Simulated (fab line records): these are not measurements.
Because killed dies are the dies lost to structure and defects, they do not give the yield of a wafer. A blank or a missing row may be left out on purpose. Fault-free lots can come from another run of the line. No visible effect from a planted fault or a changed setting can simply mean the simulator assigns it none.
A lot that was struck, set against a sound lot :: flow n5 finfet :: 15 steps out of a route of 1938
Sound: wafers L425.1, L425.2, L425.6. Struck: wafer L435.3 (left out: L435.6, a lot-mate that was not struck); the cause follows at the end.
For every step that has rows: the tool of each side, followed by ch and its chambers, followed by its first start. Under that, the readings that differ: sound wafers :: struck wafers :: difference of the means :: sigmas: that difference in standard deviations of wafers without a fault.
alike: readings whose means differ by less than 2 such deviations, and words and numbers that are the same on both sides. not compared: withheld readings, readings that some wafer has no value for, bounds like >300 that may hide the same value, and numbers for which the record gives no deviation and whose values overlap.
The two part at a step that has a row with sigmas, a row that says differs or no value, or rows on one side only. When numbers do not overlap yet have no deviation, they are printed without sigmas and do not part them. A reading that every wafer of one side lacks parts them only if that side has two wafers or more.

first, 1 step without rows for these wafers: N5_BEOL_M11_DEVELOP_27 (develop time 30 s).
N5_BEOL_M11_CD_MEAS_28: the cd target is 70 nm.
  sound on cd sem-01 ch 0, day 11 05:26; struck on cd sem-02 ch 0, day 14 16:21
  alike: cd nm
N5_BEOL_M11_OVL_MEAS_29:
  sound on overlay-01 ch 0, day 11 05:28; struck on overlay-01 ch 0, day 14 16:23
  alike: V10_OVL
N5_BEOL_M11_INSPECT_30: inspects for defects (brightfield).
  sound on defect inspect-02 at day 11 05:29; struck on defect inspect-02 at day 14 16:25
reading: raw defect count
sound: 547 462 526
struck: 295
difference: -217
sigmas: -2
N5_BEOL_M11_DESCUM_33: chemistry O2, time 7.9 s.
  sound on rie diel-02 ch 2,3, day 11 05:31; struck on rie diel-02 ch 3, day 14 16:26
  alike: drypump motor current A, oes product au, rf vpp V, showerhead plenum p Torr, throttle valve pct
  not compared: rf hours counter h
then, 1 step without rows for these wafers: N5_BEOL_M11_ETCH_65 (etches SiARC in CF4, target depth 39 nm, time 65 s).
N5_BEOL_M11_ETCH_66: etches SOC in N2/H2, target depth 120 nm, overetch 24 nm, time 180 s.
  sound on rie diel-02 ch 2,3, day 11 05:36; struck on rie diel-02 ch 3, day 14 16:32
  alike: drypump motor current A, oes product au, rf vpp V, showerhead plenum p Torr, throttle valve pct
  not compared: rf hours counter h
then, 1 step without rows for these wafers: N5_BEOL_M11_STRIP_69 (strips in N2/H2).
N5_BEOL_M11_VIA_ETCH_34: etches SiCOH lowk in C4F6/O2, target depth 184.5 nm, time 69.2 s.
  sound on rie diel-02 ch 2,3, day 11 05:44; struck on rie diel-02 ch 3, day 14 16:39
  alike: C4F6_flow_sccm, drypump motor current A, oes product au, rf vpp V, showerhead plenum p Torr, throttle valve pct
  not compared: rf hours counter h
then, 2 steps without rows for these wafers: N5_BEOL_M11_STRIP_73 (strips in C4F6/O2); N5_BEOL_M11_STRIP_36 (strips in N2/H2).
N5_BEOL_M11_TRENCH_ETCH_37: etches SiCOH lowk in C4F6/O2, target depth 148.83 nm, time 48 s.
  sound on rie diel-02 ch 2,3; struck on rie diel-02 ch 3
reading: C4F6_flow_sccm (sccm)
sound: 10.031 10.027 10.007
struck: 10.085
difference: +0.063
sigmas: +2
  alike: drypump motor current A, oes product au, rf vpp V, showerhead plenum p Torr, throttle valve pct
  not compared: rf hours counter h
N5_BEOL_M11_ETCH_41: etches SiCN in CH3F/O2, target depth 42.6 nm, time 86 s.
  sound on rie diel-02 ch 2,3, day 11 05:52; struck on rie diel-02 ch 3, day 14 16:47
reading: oes product au (a.u.)
sound: 0.89 0.85 0.86
struck: 1.08
difference: +0.21
sigmas: +3

reading: model.etch.depth nm (nm)
sound: 32.73 32.79 32.79
struck: 48.12
difference: +15.35
sigmas: 
  alike: drypump motor current A, rf vpp V, showerhead plenum p Torr, throttle valve pct
  not compared: rf hours counter h
N5_BEOL_M11_STRIP_77: strips in N2/H2, time 10 s.
  sound on rie diel-02 ch 2,3; struck on rie diel-02 ch 3
  alike: drypump motor current A, oes product au, rf vpp V, showerhead plenum p Torr, throttle valve pct
  not compared: rf hours counter h
N5_PASSIVATION_PROBE_49:
  sound on prober-01 at day 13 15:24; struck on prober-02 at day 16 16:35
reading: defect limited yield (%)
sound: 89.4 92.2 90.1
struck: 93.9
difference: +3.3
sigmas: +2

reading: killed dies
sound: 125 92 117
struck: 72
difference: -39
sigmas: -2

reading: killed on rim
sound: 12 18 19
struck: 7
difference: -9
sigmas: -2

reading: killed short
sound: 29 25 32
struck: 14
difference: -15
sigmas: -2

reading: sort_bin_5_function (%)
sound: 6.7 4.2 6.2
struck: 3.6
difference: -2.1
sigmas: -2
  alike: killed_at_M0_to_M3, killed_at_M4_up, killed at contacts, killed at front end, killed at other, killed open, sort_bin_4_leakage, sort_bin_6_memory, sort_bin_8_speed, sort n pass, sort yield pct

== WHERE THEY PART ==
Last at N5_PASSIVATION_PROBE_49 as far as this record goes, first at N5_BEOL_M11_INSPECT_30.

WHY: the cause the simulator had injected
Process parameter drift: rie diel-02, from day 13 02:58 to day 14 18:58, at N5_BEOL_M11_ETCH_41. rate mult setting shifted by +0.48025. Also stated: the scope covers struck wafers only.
